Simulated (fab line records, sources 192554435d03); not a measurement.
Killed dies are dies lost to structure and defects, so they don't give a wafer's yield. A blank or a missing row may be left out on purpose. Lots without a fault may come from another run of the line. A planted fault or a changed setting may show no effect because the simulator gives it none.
fab line records | flow n5_finfet
record lots=24 wafers=72 last_day=18
route steps=1938 shown GATE_CUT@489 MOL_CONTACT_COAG@529
lots that met no fault: from a run of the same line without faults
start_h: hours from the record's first day to the start of the lot's first wafer shown | wait_h: hours since the lot's step before | " the same as in the row above | L1.1+2: a row that stands for several wafers | - no value, or no start given | * or withheld: withheld | < > ~ a bound
route shown NAME@n: a module of which the file shows steps, and the number in the route of the first | usual: mean/standard deviation of fault-free wafers | same: alike in all rows | chamber/n: place in a boat | sites: the reading at each site | _std_site: their standard deviation | _edge_site: outer sites' mean less inner sites' | radius_mm: how far each site lies from the wafer's centre | mask NAME#n: copy n | behind: the tool/chamber that last shaped the wafer | hold: why the lot was held/for how many hours/how that ended | device: the transistor (n, p or np) that didn't switch | end of line: the same wafers' tests at the end of the route | a step without rows: its recipe alone | killed: dies lost to structure and defects at the first sort, not the wafer's yield | map: a wafer's dies, x killed, . not, _ none there
set.NAME: the setting as run; set.NAME@STEP: as run at that earlier step | model.NAME: the simulator's own value behind a step, which no gauge read
steps of the route over a sample of lots; a table a step, a row a wafer
services: from which hour (start_h, from the record's first day; less than 0 if before it) a tool's chamber was out of use, for how many hours, and why
## steps
# step N5_GATE_CUT_INSPECT_15
# recipe mode=adi inspect_instrument=brightfield
# usual raw_defect_count=140/47
# columns lot.wafer tool chamber start_h wait_h raw_defect_count
L074.1 defect_inspect-02 - 89.99 0.1 164
L074.4 " - " " 99
L074.5 " - " " 106
L075.3 defect_inspect-01 - 96.19 0.0 80
L075.5 " - " " 106
L075.6 " - " " 109
L076.1 defect_inspect-01 - 97.37 0.1 81
L076.3 " - " " 93
L076.5 " - " " 109
L078.1 defect_inspect-02 - 110.65 0.1 121
L078.4 " - " " 92
L078.5 " - " " 123
L077.1 defect_inspect-01 - 112.21 0.1 135
L077.5 " - " " 117
L077.6 " - " " 110
L079.2 defect_inspect-01 - 121.20 0.0 174
L079.4 " - " " 173
L079.6 " - " " 207
L080.1 defect_inspect-02 - 122.72 0.1 132
L080.2 " - " " 209
L080.5 " - " " 121
L081.1 defect_inspect-02 - 128.70 0.1 234
L081.2 " - " " 172
L081.5 " - " " 222
L082.2 defect_inspect-02 - 133.37 0.0 85
L082.4 " - " " 120
L082.5 " - " " 73
L083.1 defect_inspect-01 - 141.11 0.1 150
L083.2 " - " " 141
L083.5 " - " " 203
L084.1 defect_inspect-01 - 146.87 0.1 138
L084.4 " - " " 202
L084.5 " - " " 195
L085.2 defect_inspect-01 - 153.87 0.0 111
L085.5 " - " " 137
L085.6 " - " " 98
L086.1 defect_inspect-01 - 156.12 0.1 122
L086.3 " - " " 66
L086.4 " - " " 88
L087.3 defect_inspect-01 - 159.14 0.0 154
L087.5 " - " " 100
L087.6 " - " " 87
L088.1 defect_inspect-01 - 168.17 0.1 272
L088.2 " - " " 187
L088.3 " - " " 163
L089.1 defect_inspect-02 - 175.61 0.1 120
L089.4 " - " " 173
L089.6 " - " " 199
L090.1 defect_inspect-01 - 179.02 0.1 160
L090.4 " - " " 79
L090.5 " - " " 139
L091.1 defect_inspect-01 - 188.09 0.1 98
L091.4 " - " " 102
L091.5 " - " " 104
L092.1 defect_inspect-01 - 194.75 0.1 244
L092.4 " - " " 244
L092.5 " - " " 199
L093.1 defect_inspect-02 - 201.91 0.1 166
L093.4 " - " " 185
L093.6 " - " " 150
L094.1 defect_inspect-01 - 204.76 0.1 144
L094.5 " - " " 160
L094.6 " - " " 119
L095.3 defect_inspect-01 - 212.13 0.0 119
L095.5 " - " " 135
L095.6 " - " " 105
L096.1 defect_inspect-02 - 218.07 0.1 140
L096.3 " - " " 140
L096.5 " - " " 136
L097.2 defect_inspect-01 - 224.64 0.0 234
L097.4 " - " " 102
L097.6 " - " " 122
# step N5_GATE_CUT_STRIP_41
# recipe chemistry=CF4 resist=SiARC power_w=300 bias_power_w=75 pressure_mtorr=50 cf4_flow_sccm=150 rf_frequency_hz=6e+07
# usual drypump_motor_current_A=5.7/0.51 oes_product_au=0.172/0.013 power_w=299.8/0.86 rf_vpp_V=271.0/1.4 showerhead_plenum_p_Torr=1.79/0.049 throttle_valve_pct=13.74/0.24
# columns lot.wafer tool chamber start_h wait_h drypump_motor_current_A oes_product_au power_w rf_hours_counter_h rf_vpp_V showerhead_plenum_p_Torr throttle_valve_pct
L074.1 rie_diel-02 0 90.25 0.0 6.0 0.168 298.9 187 270.1 1.78 13.96
L074.4 " 1 " " 5.9 0.167 300.1 - 268.8 1.71 13.68
L074.5 " 0 " " 6.0 0.163 299.0 - 270.7 1.78 13.95
L075.3 rie_diel-02 0 96.44 0.0 6.0 0.173 300.2 190 271.0 1.78 13.95
L075.5 " 1 " " 5.9 0.170 298.5 - 268.0 1.71 13.69
L075.6 " 2 " " 5.6 0.179 299.5 - 272.0 1.81 13.36
L076.1 rie_diel-04 0 97.76 0.0 6.1 0.174 298.9 155 271.4 1.79 13.72
L076.3 " 1 " " 6.6 0.186 299.7 136 270.4 1.73 13.68
L076.5 " 2 " " 5.5 0.179 298.1 - 271.9 1.87 13.66
L078.1 rie_diel-04 0 110.91 0.0 6.1 0.172 300.1 157 270.4 1.79 13.72
L078.4 " 1 " " 6.6 0.182 300.0 138 269.0 1.73 13.69
L078.5 " 0 " " 6.1 0.170 300.4 - 271.0 1.79 13.70
L077.1 rie_diel-05 1 112.47 0.0 6.8 0.163 298.9 186 271.7 1.79 13.89
L077.5 " 2 " " 5.5 0.166 298.8 - 271.0 1.78 13.63
L077.6 " 1 " " 6.8 0.162 300.0 - 270.0 1.79 13.86
L079.2 rie_diel-02 1 121.46 0.0 5.9 0.163 299.6 245 269.0 1.71 13.72
L079.4 " 3 " " 4.7 0.175 300.1 165 270.5 1.79 13.78
L079.6 " 0 " " 6.0 0.170 300.9 - 271.2 1.78 13.98
L080.1 rie_diel-05 1 122.98 0.0 6.7 0.166 298.3 189 271.1 1.79 13.89
L080.2 " 2 " " 5.5 0.164 300.7 225 269.6 1.78 13.65
L080.5 " 3 " " 5.6 0.165 300.4 - 270.5 1.78 14.05
L081.1 rie_diel-02 2 128.96 0.0 5.6 0.180 300.5 119 271.7 1.80 13.38
L081.2 " 0 " " 6.0 0.175 298.7 199 269.4 1.78 13.99
L081.5 " 1 " " 5.9 0.164 297.5 - 269.3 1.71 13.71
L082.2 rie_diel-04 1 133.63 0.0 6.6 0.176 298.0 146 268.6 1.73 13.72
L082.4 " 0 " " 6.1 0.170 300.8 166 271.3 1.79 13.74
L082.5 " 3 " " 5.6 0.167 298.6 - 269.4 1.70 13.98
L083.1 rie_diel-02 0 141.50 0.0 6.0 0.165 299.8 203 270.7 1.78 13.99
L083.2 " 3 " " 4.7 0.173 299.3 172 271.4 1.79 13.78
L083.5 " 2 " " 5.6 0.179 299.2 - 271.0 1.80 13.37
L084.1 rie_diel-04 1 147.13 0.0 6.6 0.179 300.9 151 269.1 1.73 13.73
L084.4 " 0 " " 6.1 0.163 299.7 170 271.7 1.79 13.73
L084.5 " 3 " " 5.7 0.168 299.8 - 269.3 1.70 13.99
L085.2 rie_diel-02 3 154.13 0.0 4.7 0.170 299.8 178 271.9 1.79 13.80
L085.5 " 3 " " 4.8 0.173 299.7 - 270.1 1.79 13.79
L085.6 " 2 " " 5.6 0.175 299.4 - 272.1 1.80 13.39
L086.1 rie_diel-02 0 156.38 0.0 6.0 0.167 300.7 209 270.7 1.78 14.00
L086.3 " 1 " " 5.9 0.236 301.2 0 273.1 1.92 13.17
L086.4 " 2 " " 5.6 0.176 299.5 130 270.1 1.80 13.41
L087.3 rie_diel-05 0 159.40 0.0 5.4 0.158 300.7 208 270.5 1.78 13.79
L087.5 " 1 " " 6.7 0.167 300.0 - 271.0 1.79 13.91
L087.6 " 0 " " 5.4 0.159 299.9 - 270.9 1.78 13.80
L088.1 rie_diel-05 3 168.43 0.0 5.6 0.170 300.0 196 272.2 1.78 14.10
L088.2 " 1 " " 6.7 0.163 299.8 204 270.9 1.79 13.91
L088.3 " 2 " " 5.5 0.159 299.8 239 269.8 1.77 13.67
L089.1 rie_diel-02 0 176.40 0.0 6.0 0.166 298.8 215 271.8 1.78 14.02
L089.4 " 2 " " 5.6 0.172 300.5 136 271.7 1.80 13.41
L089.6 " 2 " " 5.6 0.170 301.9 - 271.4 1.80 13.42
L090.1 rie_diel-02 3 179.28 0.0 4.8 0.178 300.9 185 270.6 1.78 13.82
L090.4 " 0 " " 6.0 0.166 299.6 216 271.3 1.78 14.02
L090.5 " 2 " " 5.6 0.172 300.4 - 273.3 1.80 13.42
L091.1 rie_diel-02 2 188.35 0.0 5.5 0.173 299.5 140 271.1 1.80 13.43
L091.4 " 0 " " 6.0 0.162 300.2 219 270.9 1.78 14.03
L091.5 " 0 " " 6.0 0.164 299.7 - 271.6 1.78 14.01
L092.1 rie_diel-04 0 195.01 0.0 6.1 0.167 301.0 185 270.3 1.78 13.78
L092.4 " 2 " " 5.5 0.179 298.8 173 273.1 1.87 13.72
L092.5 " 0 " " 6.1 0.168 299.5 - 271.2 1.78 13.77
L093.1 rie_diel-04 3 202.17 0.0 5.6 0.156 299.2 248 268.8 1.70 14.04
L093.4 " 1 " " 6.6 0.180 300.0 166 267.9 1.73 13.75
L093.6 " 2 " " 5.5 0.166 299.8 - 273.9 1.87 13.73
L094.1 rie_diel-02 3 205.02 0.0 4.8 0.171 298.6 193 272.2 1.78 13.83
L094.5 " 2 " " 5.6 0.169 299.8 - 271.9 1.80 13.43
L094.6 " 1 " " 5.9 0.214 299.2 - 272.8 1.91 13.18
L095.3 rie_diel-05 3 212.73 0.0 5.6 0.165 300.0 209 270.6 1.77 14.13
L095.5 " 1 " " 6.7 0.166 300.4 - 269.5 1.78 13.94
L095.6 " 3 " " 5.6 0.168 299.2 - 270.9 1.78 14.12
L096.1 rie_diel-04 1 218.33 0.0 6.6 0.171 299.1 172 273.1 1.73 13.76
L096.3 " 2 " " 5.5 0.175 299.0 180 272.5 1.86 13.74
L096.5 " 0 " " 6.1 0.166 300.8 - 269.8 1.78 13.78
L097.2 rie_diel-05 3 224.99 0.0 5.6 0.169 299.5 213 271.3 1.77 14.12
L097.4 " 0 " " 5.4 0.149 298.7 - 271.0 1.77 13.84
L097.6 " 1 " " 6.7 0.161 299.7 - 270.6 1.78 13.95
# step N5_MOL_CONTACT_COAG_DESCUM_13
# recipe chemistry=O2 time_s=7 source_power_w=50 bias_power_w=20 pressure_mtorr=20 rf_frequency_hz=2.712e+07 temp_c=40 resist=CAR-EUV o2_flow_sccm=225
# usual drypump_motor_current_A=5.7/0.32 oes_product_au=0.81/0.086 rf_vpp_V=243.5/1.4 showerhead_plenum_p_Torr=2.11/0.077 throttle_valve_pct=20.45/0.27
# columns lot.wafer tool chamber start_h wait_h drypump_motor_current_A oes_product_au rf_hours_counter_h rf_vpp_V showerhead_plenum_p_Torr throttle_valve_pct
L074.1 rie_diel-01 0 94.73 0.3 5.5 0.99 1 244.2 2.05 20.61
L074.4 " 2 " " 5.9 0.76 155 244.7 2.19 20.61
L074.5 " 1 " " 5.5 0.85 - 243.6 2.13 20.03
L075.3 rie_diel-06 2 100.14 0.0 6.8 0.76 149 241.8 2.09 20.82
L075.5 " 3 " " 5.4 0.88 - 243.3 2.13 20.21
L075.6 " 0 " " 5.7 0.80 - 244.0 2.11 20.49
L076.1 rie_diel-01 2 101.93 0.0 5.9 0.76 157 243.9 2.18 20.61
L076.3 " 0 " " 5.5 0.98 3 244.4 2.05 20.61
L076.5 " 0 " " 5.5 0.98 - 243.3 2.05 20.61
L078.1 rie_diel-03 1 114.92 0.5 5.8 0.94 11 245.0 2.23 20.08
L078.4 " 3 " " 5.1 0.72 197 241.5 1.99 20.57
L078.5 " 0 " " 6.0 0.73 - 245.1 2.17 20.75
L077.1 rie_diel-01 2 116.17 0.2 5.9 0.74 163 243.8 2.18 20.63
L077.5 " 1 " " 5.5 0.84 - 243.3 2.12 20.07
L077.6 " 2 " " 5.9 0.75 - 243.1 2.18 20.62
L079.2 rie_diel-03 1 125.20 0.1 5.8 0.93 14 245.7 2.23 20.07
L079.4 " 0 " " 6.0 0.73 202 244.0 2.17 20.75
L079.6 " 2 " " 5.6 0.83 - 243.5 2.21 20.56
L080.1 rie_diel-01 0 126.78 0.0 5.5 0.93 12 241.9 2.05 20.63
L080.2 " 2 " " 5.8 0.75 166 245.3 2.18 20.64
L080.5 " 3 " " 6.1 0.67 - 242.8 2.05 20.29
L081.1 rie_diel-01 0 132.52 0.0 5.5 0.92 14 244.5 2.04 20.61
L081.2 " 2 " " 5.9 0.74 169 244.5 2.18 20.64
L081.5 " 0 " " 5.5 0.93 - 243.2 2.05 20.65
L082.2 rie_diel-03 1 137.38 0.1 5.8 0.92 19 246.0 2.23 20.10
L082.4 " 3 " " 5.1 0.71 206 242.0 1.99 20.57
L082.5 " 1 " " 5.8 0.92 - 245.4 2.23 20.09
L083.1 rie_diel-01 1 146.10 0.9 5.5 0.83 95 245.2 2.12 20.08
L083.2 " 0 " " 5.5 0.91 20 242.3 2.04 20.63
L083.5 " 0 " " 5.4 0.91 - 242.2 2.04 20.64
L084.1 rie_diel-01 1 150.81 0.1 5.5 0.83 98 242.0 2.12 20.06
L084.4 " 0 " " 5.4 0.91 - 243.3 2.04 20.65
L084.5 " 2 " " 5.9 0.74 - 246.5 2.18 20.65
L085.2 rie_diel-01 1 157.81 0.0 5.5 0.82 101 242.6 2.12 20.10
L085.5 " 1 " " 5.5 0.82 - 244.1 2.12 20.08
L085.6 " 0 " " 5.4 0.90 - 240.8 2.04 20.66
L086.1 rie_diel-03 0 159.94 0.0 6.0 0.72 214 244.5 2.17 20.78
L086.3 " 1 " " 5.8 0.92 28 245.8 2.23 20.10
L086.4 " 2 " " 5.6 0.81 100 245.5 2.21 20.59
L087.3 rie_diel-01 2 163.09 0.0 5.8 0.73 183 244.4 2.18 20.65
L087.5 " 0 " " 5.5 0.89 - 242.1 2.04 20.65
L087.6 " 3 " " 6.1 0.96 - 242.5 2.05 19.90
L088.1 rie_diel-06 3 172.13 0.2 5.4 0.84 84 243.6 2.12 20.26
L088.2 " 1 " " 5.8 0.83 79 243.5 2.03 20.65
L088.3 " 0 " " 5.7 0.76 136 241.8 2.11 20.53
L089.1 rie_diel-01 0 180.15 0.1 5.4 0.89 34 243.1 2.04 20.66
L089.4 " 1 " " 5.5 0.81 109 243.7 2.11 20.09
L089.6 " 0 " " 5.5 0.89 - 241.5 2.04 20.66
L090.1 rie_diel-03 3 182.96 0.0 5.1 0.71 221 242.0 1.98 20.58
L090.4 " 2 " " 5.7 0.80 108 244.4 2.20 20.62
L090.5 " 0 " " 6.0 0.72 - 243.3 2.16 20.77
L091.1 rie_diel-03 3 194.01 0.0 5.1 0.70 225 240.6 1.98 20.62
L091.4 " 2 " " 5.6 0.79 111 245.8 2.20 20.61
L091.5 " 2 " " 5.6 0.80 - 245.7 2.20 20.62
L092.1 rie_diel-03 3 199.68 0.0 5.1 0.71 227 242.9 1.98 20.61
L092.4 " 0 " " 6.0 0.71 229 244.4 2.16 20.80
L092.5 " 2 " " 5.7 0.79 - 244.7 2.20 20.62
L093.1 rie_diel-03 3 205.74 0.0 5.1 0.69 229 242.2 1.98 20.62
L093.4 " 1 " " 5.8 0.87 42 245.4 2.22 20.11
L093.6 " 2 " " 5.6 0.79 - 245.5 2.20 20.62
L094.1 rie_diel-03 2 208.72 0.0 5.7 0.80 115 245.8 2.20 20.62
L094.5 " 2 " " 5.7 0.80 - 244.8 2.20 20.59
L094.6 " 3 " " 5.1 0.70 - 242.6 1.98 20.62
L095.3 rie_diel-01 2 216.51 0.0 5.9 0.72 199 244.3 2.17 20.68
L095.5 " 1 " " 5.5 0.80 - 243.1 2.11 20.12
L095.6 " 0 " " 5.5 0.89 - 241.5 2.03 20.69
L096.1 rie_diel-01 2 222.01 0.0 5.8 0.72 201 244.4 2.17 20.69
L096.3 " 1 " " 5.5 0.80 122 243.7 2.11 20.11
L096.5 " 2 " " 5.9 0.72 - 244.0 2.17 20.68
L097.2 rie_diel-06 0 228.58 0.0 5.8 0.75 153 243.3 2.10 20.56
L097.4 " 1 " " 5.7 0.81 97 241.0 2.02 20.70
L097.6 " 0 " " 5.7 0.75 - 243.9 2.10 20.57
# step N5_MOL_CONTACT_COAG_PRE_CLEAN_141
# recipe gas=H2/He time_s=60 temp_c=300
# usual heater_power_w=435/40
# columns lot.wafer tool chamber start_h wait_h heater_power_w
L074.1 pvd_sputter-03 - 98.12 1.8 441
L074.4 " - " " 458
L074.5 " - " " 453
L075.3 pvd_sputter-01 - 104.37 0.6 446
L075.5 " - " " 401
L075.6 " - " " 421
L076.1 pvd_sputter-03 - 104.42 0.3 476
L076.3 " - " " 425
L076.5 " - " " 454
L078.1 pvd_sputter-01 - 116.62 0.2 435
L078.4 " - " " 348
L078.5 " - " " 426
L077.1 pvd_sputter-01 - 118.68 1.0 394
L077.5 " - " " 424
L077.6 " - " " 350
L079.2 pvd_sputter-02 - 128.76 1.9 462
L079.4 " - " " 441
L079.6 " - " " 426
L080.1 pvd_sputter-01 - 129.45 0.6 421
L080.2 " - " " 428
L080.5 " - " " 355
L081.1 pvd_sputter-03 - 136.25 2.3 410
L081.2 " - " " 474
L081.5 " - " " 467
L082.2 pvd_sputter-01 - 141.12 2.1 350
L082.4 " - " " 412
L082.5 " - " " 413
L083.1 pvd_sputter-02 - 149.04 0.2 467
L083.2 " - " " 502
L083.5 " - " " 448
L084.1 pvd_sputter-02 - 156.84 4.3 479
L084.4 " - " " 426
L084.5 " - " " 504
L085.2 pvd_sputter-02 - 161.38 1.7 426
L085.5 " - " " 441
L085.6 " - " " 424
L086.1 pvd_sputter-02 - 161.98 0.4 477
L086.3 " - " " 444
L086.4 " - " " 427
L087.3 pvd_sputter-01 - 166.21 0.5 413
L087.5 " - " " 430
L087.6 " - " " 346
L088.1 pvd_sputter-02 - 175.96 2.3 445
L088.2 " - " " 504
L088.3 " - " " 473
L089.1 pvd_sputter-01 - 182.44 0.6 419
L089.4 " - " " 435
L089.6 " - " " 352
L090.1 pvd_sputter-01 - 187.70 0.2 425
L090.4 " - " " 355
L090.5 " - " " 396
L091.1 pvd_sputter-03 - 195.60 0.2 449
L091.4 " - " " 407
L091.5 " - " " 459
L092.1 pvd_sputter-03 - 202.54 1.4 467
L092.4 " - " " 459
L092.5 " - " " 466
L093.1 pvd_sputter-03 - 208.57 0.2 488
L093.4 " - " " 458
L093.6 " - " " 458
L094.1 pvd_sputter-01 - 214.52 2.8 355
L094.5 " - " " 355
L094.6 " - " " 422
L095.3 pvd_sputter-03 - 219.04 0.6 440
L095.5 " - " " 411
L095.6 " - " " 446
L096.1 pvd_sputter-02 - 224.85 1.4 440
L096.3 " - " " 501
L096.5 " - " " 457
L097.2 pvd_sputter-02 - 231.23 0.5 466
L097.4 " - " " 517
L097.6 " - " " 447
# step N5_MOL_CONTACT_COAG_SPUTTER_143
# recipe material=Co target_thk_a=25 temp_c=25 chamber_pressure_pa=0.2
# usual throttle_valve_pct=29.5/0.75
# columns lot.wafer tool chamber start_h wait_h throttle_valve_pct
L074.1 pvd_sputter-03 - 98.18 0.0 30.1
L074.4 " - " " 28.4
L074.5 " - " " 28.7
L075.3 pvd_sputter-01 - 104.43 0.0 30.6
L075.5 " - " " 29.8
L075.6 " - " " 28.5
L076.1 pvd_sputter-03 - 104.48 0.0 29.6
L076.3 " - " " 30.1
L076.5 " - " " 30.0
L078.1 pvd_sputter-01 - 116.68 0.0 30.6
L078.4 " - " " 29.9
L078.5 " - " " 30.5
L077.1 pvd_sputter-01 - 118.74 0.0 29.7
L077.5 " - " " 28.6
L077.6 " - " " 29.8
L079.2 pvd_sputter-02 - 128.82 0.0 28.0
L079.4 " - " " 29.7
L079.6 " - " " 30.3
L080.1 pvd_sputter-01 - 129.51 0.0 28.4
L080.2 " - " " 30.3
L080.5 " - " " 29.9
L081.1 pvd_sputter-03 - 136.31 0.0 29.2
L081.2 " - " " 30.1
L081.5 " - " " 28.7
L082.2 pvd_sputter-01 - 141.18 0.0 30.0
L082.4 " - " " 30.0
L082.5 " - " " 29.8
L083.1 pvd_sputter-02 - 149.10 0.0 28.0
L083.2 " - " " 29.3
L083.5 " - " " 29.8
L084.1 pvd_sputter-02 - 156.90 0.0 27.9
L084.4 " - " " 30.4
L084.5 " - " " 29.2
L085.2 pvd_sputter-02 - 161.44 0.0 30.4
L085.5 " - " " 29.6
L085.6 " - " " 30.4
L086.1 pvd_sputter-02 - 162.04 0.0 27.7
L086.3 " - " " 29.6
L086.4 " - " " 30.5
L087.3 pvd_sputter-01 - 166.27 0.0 28.5
L087.5 " - " " 28.6
L087.6 " - " " 29.8
L088.1 pvd_sputter-02 - 176.02 0.0 29.6
L088.2 " - " " 29.1
L088.3 " - " " 27.9
L089.1 pvd_sputter-01 - 182.50 0.0 28.4
L089.4 " - " " 30.8
L089.6 " - " " 29.8
L090.1 pvd_sputter-01 - 187.76 0.0 30.4
L090.4 " - " " 29.8
L090.5 " - " " 29.8
L091.1 pvd_sputter-03 - 195.66 0.0 28.5
L091.4 " - " " 29.5
L091.5 " - " " 28.8
L092.1 pvd_sputter-03 - 202.60 0.0 29.4
L092.4 " - " " 28.4
L092.5 " - " " 29.1
L093.1 pvd_sputter-03 - 208.63 0.0 30.0
L093.4 " - " " 28.7
L093.6 " - " " 28.7
L094.1 pvd_sputter-01 - 214.58 0.0 29.9
L094.5 " - " " 29.7
L094.6 " - " " 30.5
L095.3 pvd_sputter-03 - 219.11 0.0 30.3
L095.5 " - " " 29.1
L095.6 " - " " 30.0
L096.1 pvd_sputter-02 - 224.91 0.0 29.8
L096.3 " - " " 29.3
L096.5 " - " " 27.8
L097.2 pvd_sputter-02 - 231.29 0.0 27.9
L097.4 " - " " 29.6
L097.6 " - " " 29.6
# step N5_MOL_CONTACT_COAG_ANNEAL_113
# recipe temp_c=400 time_s=300 ambient=H2/N2
# usual lamp_power_pct=2.66/0.1 lamp_zone_1_pct=2.66/0.1 lamp_zone_6_pct=2.63/0.1 wafer_temp_C_max=401.8/0.46
# columns lot.wafer tool chamber start_h wait_h lamp_power_pct lamp_zone_1_pct lamp_zone_6_pct wafer_temp_C_max
L074.1 rtp_anneal-02 0 98.91 0.3 2.56 2.56 2.53 403.0
L074.4 " 0 " " 2.56 2.56 2.53 402.5
L074.5 " 0 " " 2.56 2.56 2.53 402.3
L076.1 rtp_anneal-01 0 105.32 0.4 2.76 2.76 2.73 401.2
L076.3 " 0 " " 2.76 2.76 2.73 401.5
L076.5 " 0 " " 2.76 2.76 2.73 401.8
L075.3 rtp_anneal-02 0 105.52 0.7 2.56 2.56 2.54 401.8
L075.5 " 0 " " 2.56 2.55 2.53 401.8
L075.6 " 0 " " 2.55 2.56 2.54 401.8
L078.1 rtp_anneal-01 0 118.20 0.8 2.76 2.76 2.74 401.8
L078.4 " 0 " " 2.76 2.76 2.73 402.4
L078.5 " 0 " " 2.76 2.76 2.73 401.6
L077.1 rtp_anneal-02 0 119.77 0.6 2.56 2.56 2.53 402.0
L077.5 " 0 120.97 1.2 2.56 2.56 2.53 402.1
L077.6 " 0 " " 2.56 2.56 2.53 401.3
L079.2 rtp_anneal-02 0 130.00 0.8 2.56 2.56 2.53 402.0
L079.4 " 0 " " 2.56 2.56 2.53 402.4
L079.6 " 0 " " 2.56 2.56 2.53 402.1
L080.1 rtp_anneal-01 0 130.48 0.5 2.76 2.76 2.73 401.8
L080.2 " 0 " " 2.76 2.76 2.74 401.7
L080.5 " 0 " " 2.76 2.76 2.73 401.0
L081.1 rtp_anneal-01 0 138.21 1.5 2.76 2.76 2.73 401.7
L081.2 " 0 " " 2.76 2.77 2.73 401.7
L081.5 " 0 " " 2.76 2.76 2.73 401.6
L082.2 rtp_anneal-02 0 142.06 0.5 2.56 2.56 2.53 401.6
L082.4 " 0 " " 2.56 2.55 2.54 401.9
L082.5 " 0 " " 2.55 2.56 2.53 402.9
L083.1 rtp_anneal-01 0 149.84 0.3 2.76 2.76 2.73 401.1
L083.2 " 0 " " 2.76 2.76 2.74 401.2
L083.5 " 0 " " 2.75 2.76 2.73 401.8
L084.1 rtp_anneal-02 0 157.64 0.3 2.56 2.56 2.53 402.0
L084.4 " 0 " " 2.56 2.56 2.53 403.0
L084.5 " 0 " " 2.55 2.56 2.53 401.7
L085.2 rtp_anneal-01 0 162.33 0.5 2.76 2.76 2.74 401.7
L085.5 " 0 " " 2.76 2.76 2.73 401.4
L085.6 " 0 " " 2.76 2.76 2.74 402.0
L086.1 rtp_anneal-02 0 162.78 0.3 2.56 2.56 2.53 401.7
L086.3 " 0 " " 2.56 2.56 2.54 401.5
L086.4 " 0 " " 2.56 2.55 2.53 401.5
L087.3 rtp_anneal-02 0 167.31 0.6 2.56 2.56 2.53 401.4
L087.5 " 0 " " 2.56 2.56 2.53 403.0
L087.6 " 0 " " 2.55 2.56 2.53 401.7
L088.1 rtp_anneal-01 0 176.76 0.3 2.76 2.76 2.73 401.3
L088.2 " 0 " " 2.76 2.76 2.73 401.7
L088.3 " 0 " " 2.76 2.76 2.74 401.2
L089.1 rtp_anneal-01 0 183.37 0.5 2.76 2.76 2.73 402.1
L089.4 " 0 " " 2.76 2.76 2.73 401.6
L089.6 " 0 " " 2.76 2.76 2.74 402.1
L090.1 rtp_anneal-02 0 190.45 0.3 2.55 2.55 2.53 402.2
L090.4 " 0 " " 2.56 2.55 2.53 401.7
L090.5 " 0 " " 2.56 2.56 2.53 401.8
L091.1 rtp_anneal-02 0 196.39 0.3 2.56 2.56 2.53 402.8
L091.4 " 0 " " 2.55 2.56 2.53 402.2
L091.5 " 0 " " 2.56 2.56 2.53 402.7
L092.1 rtp_anneal-01 0 203.48 0.5 2.76 2.76 2.73 401.1
L092.4 " 0 " " 2.76 2.76 2.73 401.9
L092.5 " 0 " " 2.76 2.76 2.73 401.6
L093.1 rtp_anneal-02 0 209.45 0.3 2.56 2.56 2.53 402.3
L093.4 " 0 " " 2.57 2.56 2.54 401.9
L093.6 " 0 " " 2.56 2.56 2.53 402.3
L094.1 rtp_anneal-01 0 215.31 0.3 2.76 2.76 2.73 401.5
L094.5 " 0 " " 2.76 2.76 2.73 401.4
L094.6 " 0 " " 2.76 2.76 2.74 401.1
L095.3 rtp_anneal-01 0 220.16 0.6 2.76 2.76 2.73 401.4
L095.5 " 0 " " 2.76 2.76 2.73 401.5
L095.6 " 0 " " 2.76 2.76 2.74 401.1
L096.1 rtp_anneal-02 0 225.65 0.3 2.56 2.56 2.54 403.1
L096.3 " 0 " " 2.56 2.56 2.54 401.7
L096.5 " 0 " " 2.56 2.56 2.53 402.1
L097.2 rtp_anneal-01 0 232.20 0.5 2.76 2.76 2.73 401.9
L097.4 " 0 " " 2.76 2.76 2.74 401.4
L097.6 " 0 " " 2.76 2.76 2.74 401.4
## services
# columns tool chamber start_h hours kind
rie_diel-01 0 70.33 - clean
rie_diel-01 0 70.33 - consumable_replace:focus_ring
rie_diel-01 0 70.33 22.1 scheduled_down
rie_diel-01 0 70.33 22.1 vent_cycle
pvd_sputter-02 - 72.75 1.6 repair
pvd_sputter-02 - 77.78 1.6 repair
rie_diel-02 3 86.41 11.3 repair
rie_diel-04 3 97.35 10.8 repair
rie_diel-04 - 100.48 4.0 repair
pvd_sputter-02 - 105.07 4.9 repair
rie_diel-01 3 105.15 7.8 repair
pvd_sputter-01 - 107.19 4.0 repair
rie_diel-01 3 137.44 - clean
rie_diel-01 3 137.44 - consumable_replace:focus_ring
rie_diel-01 3 137.44 23.2 scheduled_down
rie_diel-01 3 137.44 23.2 vent_cycle
rie_diel-02 1 137.73 - clean
rie_diel-02 - 139.51 0.9 repair
pvd_sputter-03 - 161.93 6.6 repair
rie_diel-06 - 174.50 0.2 repair
pvd_sputter-02 - 185.64 12.6 repair
rie_diel-03 1 191.39 1.3 repair
rie_diel-02 0 202.66 7.8 repair
rie_diel-02 2 206.69 6.6 repair
## key
fault none
